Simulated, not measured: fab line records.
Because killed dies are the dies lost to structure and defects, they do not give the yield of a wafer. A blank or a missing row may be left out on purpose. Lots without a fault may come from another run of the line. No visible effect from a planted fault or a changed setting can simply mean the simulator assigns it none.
Comparing a struck lot with a sound one :: flow nand harc :: 14 out of 1302 route steps
Sound: wafers L335.1, L335.5, L335.6. The struck wafers were L339.4, L339.5, L339.6. The cause is named last.
Order at every step that has rows: each side's tool, ch and its chambers, its first start. Under that, the readings that differ: sound wafers :: struck wafers :: difference of the means :: sigmas: that difference in standard deviations of wafers without a fault.
alike: same words and numbers on both sides, and readings whose means sit less than 2 such deviations apart. not compared: any withheld reading, any reading some wafer has no value for, any bound like >300 that may hide the same value, and any number with overlapping values for which the record gives no deviation.
A row with sigmas, a row that says differs or no value, or rows on one side alone: a step with any of these is where the two part. Non-overlapping numbers with no deviation appear without sigmas and do not part them. A reading missing from all wafers of one side parts the sides only when that side holds two or more wafers.

first, 4 steps without rows for these wafers: NHARC_A_BONDPAD_EBR_05; NHARC_A_BONDPAD_EXPOSE_06 (exposes mask A BPAD); NHARC_A_BONDPAD_PEB_07 (peb time 80 s); NHARC_A_BONDPAD_DEVELOP_08 (time 50 s).
NHARC_A_BONDPAD_CD_MEAS_09 targets a cd of 500 nm.
  sound on cd sem-01 ch 0, day 28 08:51; struck on cd sem-02 ch 0, day 30 04:16
  alike: cd nm
NHARC_A_BONDPAD_OVL_MEAS_35:
  sound on overlay-01, day 28 08:56; struck on overlay-01, day 30 04:22
  alike: overlay x nm, overlay y nm
then, 1 step without rows for these wafers: NHARC_A_BONDPAD_HARDBAKE_10 (time 65 s).
NHARC_A_BONDPAD_DESCUM_11: chemistry O2, time 3 s.
  sound on rie diel-03 ch 1,2, day 28 09:04; struck on rie diel-10 ch 2,3, day 30 04:29
  alike: drypump motor current A, oes product au, rf vpp V, showerhead plenum p Torr, throttle valve pct
  not compared: rf hours counter h
NHARC_A_BONDPAD_ETCH_34: etches the open film in N2/H2, target depth 60 nm, overetch 18 nm, time 65.91 s.
  sound on rie diel-03 ch 0,2,3, day 28 09:10; struck on rie diel-10 ch 0,1, day 30 04:34
  alike: bias w, chamber pressure mTorr, drypump motor current A, oes product au, rf vpp V, showerhead plenum p Torr, throttle valve pct
  not compared: rf hours counter h
NHARC_A_BONDPAD_ETCH_12: etches the open film in CHF3/O2, target depth 220 nm, time 110 s.
  sound: rie diel-03 ch 0,3; struck: rie diel-10 ch 0,1,2
  alike: bias w, chamber pressure mTorr, drypump motor current A, oes product au, rf vpp V, showerhead plenum p Torr, throttle valve pct
  not compared: rf hours counter h
NHARC_A_BONDPAD_CD_MEAS_13:
  sound on cd sem-02, day 28 09:23; struck on cd sem-03, day 30 04:48
  alike: cd nm
NHARC_A_BONDPAD_STRIP_15: strips in O2.
  sound on rie diel-01 ch 0,3, day 28 09:30; struck on rie diel-10 ch 0,3, day 30 04:53
  alike: drypump motor current A, oes product au, rf vpp V, showerhead plenum p Torr, throttle valve pct
  not compared: rf hours counter h
NHARC_A_BONDPAD_ETCH_24: etches the open film in CF4/N2, target depth 30 nm, time 72.99 s.
  sound on rie diel-01 ch 0,2, day 28 09:39; struck on rie diel-10 ch 1,2,3, day 30 05:02
  no value came back on the struck wafers for any of 7 readings (bias w (W), cf4 flow sccm (sccm) and others); on the sound wafers bias w (W) reads 99.94 100.47 99.67
  not compared: rf hours counter h
then, 1 step without rows for these wafers: NHARC_A_BONDPAD_STRIP_16 (strips in post etch residue remover, time 600 s).

WHERE THEY PART
Within this record, at NHARC_A_BONDPAD_ETCH_24 only.

WHY: whatever the simulator had introduced
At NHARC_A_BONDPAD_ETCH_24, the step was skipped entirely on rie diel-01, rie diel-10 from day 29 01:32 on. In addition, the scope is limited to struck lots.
